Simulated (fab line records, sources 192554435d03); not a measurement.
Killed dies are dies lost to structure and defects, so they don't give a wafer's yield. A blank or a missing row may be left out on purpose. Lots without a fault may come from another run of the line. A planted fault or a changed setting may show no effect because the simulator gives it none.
Problem report in the 8D (eight disciplines) form, filled by code | flow n5_finfet | the parts of the form that need people (team, actions taken, sign-off) are left out

1. THE PROBLEM
bias_w at N5_FIN_SAQP_FIN_ETCH_36 reads a mean of 93.71 W on 6 wafers of 2 lots; wafers without a fault read 102.01 W with a standard deviation of 0.28. That is -30 standard deviations from the usual mean.
The step: etches the open film in HBr/Cl2/O2, target depth 120 nm, time 50.4 s.
First seen on wafer L517.2, day 7 03:01, on rie_si-04. The record holds 12 wafers of 4 lots with a number at this step. Rule for "out", or "out of limits": more than 4 standard deviations from the usual mean. The other wafers with a number count as sound.

2. WHAT IT IS AND WHAT IT IS NOT
question                    | is                     | is not
which readings at this step | bias_w                 | chamber_pressure_mTorr, oes_product_au, throttle_valve_pct
which lots                  | L517, L518             | L510, L520
which wafers of those lots  | all that have a number | -
read on which tools         | rie_si-04              | rie_si-01
when                        | from day 7 03:01       | up to then (3 sound wafers); but 3 sound wafers of L520 came after

3. SUSPECTS, AND WHAT RULES EACH OUT
Counting: a tool at a process step up to the reading stays a suspect if it ran every lot that is out and no sound lot after the first of them.
- rie_si-04 at N5_FIN_SAQP_FIN_ETCH_36 (etches the open film in HBr/Cl2/O2, target depth 120 nm, time 50.4 s): kept. It ran every lot that is out, first L517 (day 7 03:01), and no sound lot after that; its last sound lot up to then is L510 (day 5 10:34). Its own readings are out on those wafers: bias_w.
Left after counting: rie_si-04 at N5_FIN_SAQP_FIN_ETCH_36.

4. THE CAUSE (what the simulator had put in)
Process parameter drift: rie_si-04, from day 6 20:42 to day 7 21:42, at N5_FIN_SAQP_FIN_ETCH_36. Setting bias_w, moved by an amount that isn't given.
Counting left only this tool.

5. THE CHAIN OF EFFECTS, in route order
Each row: a reading whose mean over the struck wafers that have a number lies more than 3 standard deviations from the usual. Only readings for which the record gives a usual standard deviation are gone through. hours: the time from each lot's start at the first step in this table that gives one to its start at this step, as a median over the lots. sigmas: the change in usual standard deviations.
hours | step                    | reading | usual    | on struck wafers | change | sigmas
0     | N5_FIN_SAQP_FIN_ETCH_36 | bias_w  | 102.01 W | 93.71            | -8.30  | -30
The process steps in it:
- N5_FIN_SAQP_FIN_ETCH_36: etches the open film in HBr/Cl2/O2, target depth 120 nm, time 50.4 s.
Later measuring or inspecting steps at which every struck wafer that the step has a row for has a number for every such reading, and none has moved that far: N5_BEOL_M4_RC_MEAS_101.

6. WHAT WOULD HAVE CAUGHT IT SOONER
In this record the first reading out of limits was taken at day 7 03:01, 6 hours after the fault began at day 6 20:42.
